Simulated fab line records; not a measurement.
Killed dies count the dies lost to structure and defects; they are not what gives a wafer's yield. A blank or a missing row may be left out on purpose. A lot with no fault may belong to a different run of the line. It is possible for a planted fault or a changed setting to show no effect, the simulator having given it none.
Matching of chambers	flow nand harc	3 sister chambers for NHARC_A_CHANNEL_HOLE_D1_DEP_01 on pecvd-01
The step deposits SiON, target thk 140 nm. 6 wafers are shown with their chamber, then 7 later ones without.

== WAFERS WITH THEIR CHAMBER ==
wafer	chamber	heater power w (W)	rf fwd power W (W)
L078.4	2	599	346.8
L086.1	0	850	347.6
L086.4	1	681	349.7
L086.5	0	705	348.0
L088.1	1	650	348.8
L088.3	2	609	348.5

== WAFERS WHOSE CHAMBER IS MISSING ==
wafer	heater power w (W)	rf fwd power W (W)
L088.4	624	348.7
L091.1	805	350.6
L091.3	592	345.3
L091.4	607	347.2
L094.3	619	348.4
L094.4	576	347.1
L094.5	639	348.0

== EACH ONE'S CHAMBER ==
wafer	from the rows above	in truth
L088.4	can't be placed: 1 or 2 or 0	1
L091.1	can't be placed: 1 or 0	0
L091.3	can't be placed: 2 or 0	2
L091.4	2	2
L094.3	can't be placed: 2 or 1 or 0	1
L094.4	2	2
L094.5	can't be placed: 2 or 1 or 0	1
2 of 7 placed correctly. Cannot be placed on the basis of these rows: 5; the candidates contain the true chamber in 5. Wrongly placed: 0.
How it was worked out, from the rows above alone: a wafer's distance from a chamber is the root of the sum, over the readings, of the square of ((its reading less the chamber's mean) divided by the reading's scatter). If the next closest chamber is less than 2 further off than the closest, the wafer can't be placed; otherwise it belongs to the closest. A chamber's mean is the mean of its shown wafers. The scatter: the root of (the sum of the squares of (reading less its chamber's mean) over the shown wafers, divided by (wafers less chambers)).
